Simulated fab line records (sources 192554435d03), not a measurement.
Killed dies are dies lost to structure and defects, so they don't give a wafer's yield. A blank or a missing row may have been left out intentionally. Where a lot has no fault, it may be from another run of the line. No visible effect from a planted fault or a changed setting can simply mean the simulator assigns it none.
What tool caused it? :: flow n5-finfet :: 8 lots, 23 wafers sampled, at 5 steps of a route of 1938

== WHAT THE GAUGES READ, wafer by wafer ==
N5_HKMG_FIN_THK_MEAS_70: measures by xrf.
lot: L527
measured: day 5 01:58
on: film-metro-02
HK_THK (nm): 1.568 1.589 1.563

lot: L529
measured: day 5 14:05
on: film-metro-02
HK_THK (nm): 1.615 0.769 1.568

lot: L534
measured: day 6 23:53
on: film-metro-02
HK_THK (nm): 0.764 1.574

lot: L539
measured: day 8 01:25
on: film-metro-02
HK_THK (nm): 1.621 1.596 1.614

lot: L540
measured: day 8 09:23
on: film-metro-02
HK_THK (nm): 1.621 1.626 1.598

lot: L541
measured: day 8 13:55
on: film-metro-02
HK_THK (nm): 1.590 1.611 1.600

lot: L544
measured: day 9 08:58
on: film-metro-01
HK_THK (nm): 1.594 1.593 1.580

lot: L545
measured: day 9 15:02
on: film-metro-02
HK_THK (nm): 1.613 1.621 1.592

== WHICH TOOL RAN EACH LOT (tool, then ch and the chambers of the sampled wafers, then the start) ==
lot: L527
N5_SDB_DESCUM_16: rie-diel-03 ch 1,2, day 4 17:34
N5_DUMMY_REMOVAL_HM_STRIP_01: rie-diel-02 ch 0,3, day 4 21:42
N5_HKMG_FIN_HK_ALD_01: ald-hk-02 ch 0,1,3, day 4 22:15
N5_HKMG_FIN_DESCUM_53: rie-diel-03 ch 1,2, day 4 23:32

lot: L529
N5_SDB_DESCUM_16: rie-diel-01 ch 1,2,3, day 5 05:55
N5_DUMMY_REMOVAL_HM_STRIP_01: rie-diel-06 ch 1,2,3, day 5 09:49
N5_HKMG_FIN_HK_ALD_01: ald-hk-02 ch 0,2,3, day 5 10:22
N5_HKMG_FIN_DESCUM_53: rie-diel-04 ch 0,1,3, day 5 11:36

lot: L534
N5_SDB_DESCUM_16: rie-diel-03 ch 0,1, day 6 15:19
N5_DUMMY_REMOVAL_HM_STRIP_01: rie-diel-05 ch 2,3, day 6 19:23
N5_HKMG_FIN_HK_ALD_01: ald-hk-02 ch 1,2, day 6 19:57
N5_HKMG_FIN_DESCUM_53: rie-diel-01 ch 2,3, day 6 21:29

lot: L539
N5_SDB_DESCUM_16: rie-diel-04 ch 0,1, day 7 17:17
N5_DUMMY_REMOVAL_HM_STRIP_01: rie-diel-06 ch 0,1,2, day 7 21:24
N5_HKMG_FIN_HK_ALD_01: ald-hk-01 ch 0,1,2, day 7 21:59
N5_HKMG_FIN_DESCUM_53: rie-diel-03 ch 0,1,3, day 7 22:55

lot: L540
N5_SDB_DESCUM_16: rie-diel-04 ch 0,1,2, day 8 01:36
N5_DUMMY_REMOVAL_HM_STRIP_01: rie-diel-05 ch 0,2,3, day 8 05:29
N5_HKMG_FIN_HK_ALD_01: ald-hk-01 ch 1,2,3, day 8 06:04
N5_HKMG_FIN_DESCUM_53: rie-diel-04 ch 0,1,2, day 8 06:58

lot: L541
N5_SDB_DESCUM_16: rie-diel-01 ch 0,3, day 8 05:36
N5_DUMMY_REMOVAL_HM_STRIP_01: rie-diel-02 ch 0,2, day 8 09:38
N5_HKMG_FIN_HK_ALD_01: ald-hk-01 ch 0,2, day 8 10:13
N5_HKMG_FIN_DESCUM_53: rie-diel-04 ch 0,2,3, day 8 11:30

lot: L544
N5_SDB_DESCUM_16: rie-diel-01 ch 0,1,2, day 8 23:27
N5_DUMMY_REMOVAL_HM_STRIP_01: rie-diel-06 ch 0,1,2, day 9 04:22
N5_HKMG_FIN_HK_ALD_01: ald-hk-02 ch 0,1,3, day 9 05:04
N5_HKMG_FIN_DESCUM_53: rie-diel-04 ch 0,2,3, day 9 06:26

lot: L545
N5_SDB_DESCUM_16: rie-diel-01 ch 0,1,2, day 9 06:54
N5_DUMMY_REMOVAL_HM_STRIP_01: rie-diel-06 ch 0,2,3, day 9 10:47
N5_HKMG_FIN_HK_ALD_01: ald-hk-02 ch 0,1,2, day 9 11:24
N5_HKMG_FIN_DESCUM_53: rie-diel-04 ch 0,2,3, day 9 12:38
- N5_SDB_DESCUM_16: chemistry O2, time 7.9 s.
- N5_DUMMY_REMOVAL_HM_STRIP_01: strips SiNx in CH3F/O2, stops on poly-Si, target depth 4 nm, time 6.8 s.
- N5_HKMG_FIN_HK_ALD_01: deposits HfO2, target thk 1.6 nm, pulse time 3 s, purge time 3 s.
- N5_HKMG_FIN_DESCUM_53: chemistry O2, time 7.9 s.

== THE ANSWER, worked out from the rows above alone ==
Rule: what is usual is taken from the lots themselves. Put in order of their means at a reading, lots are off if they are a third of the lots or fewer, leave a main group of 4 or more, and stand apart from it by a gap of 3 or more times the standard deviation of the main group's means; of several such gaps the widest counts. The tables above print the reading to a certain number of digits; a main group whose means all agree to those digits is not used. A lot without any number at a reading at which 4 lots or more have one is off too. Any other lot the step has rows for is counted as sound.
Off: at N5_HKMG_FIN_THK_MEAS_70 (HK_THK), L529, L534. The main group has a mean of 1.599 nm with a standard deviation of 0.014.
A tool fits if, at a process step before that reading, it ran every lot that is off, and no sound lot after the first of them. The gauges at N5_HKMG_FIN_THK_MEAS_70 are tried like those tools. None of those tried fits.

== WHAT WAS PUT IN BY THE SIMULATOR ==
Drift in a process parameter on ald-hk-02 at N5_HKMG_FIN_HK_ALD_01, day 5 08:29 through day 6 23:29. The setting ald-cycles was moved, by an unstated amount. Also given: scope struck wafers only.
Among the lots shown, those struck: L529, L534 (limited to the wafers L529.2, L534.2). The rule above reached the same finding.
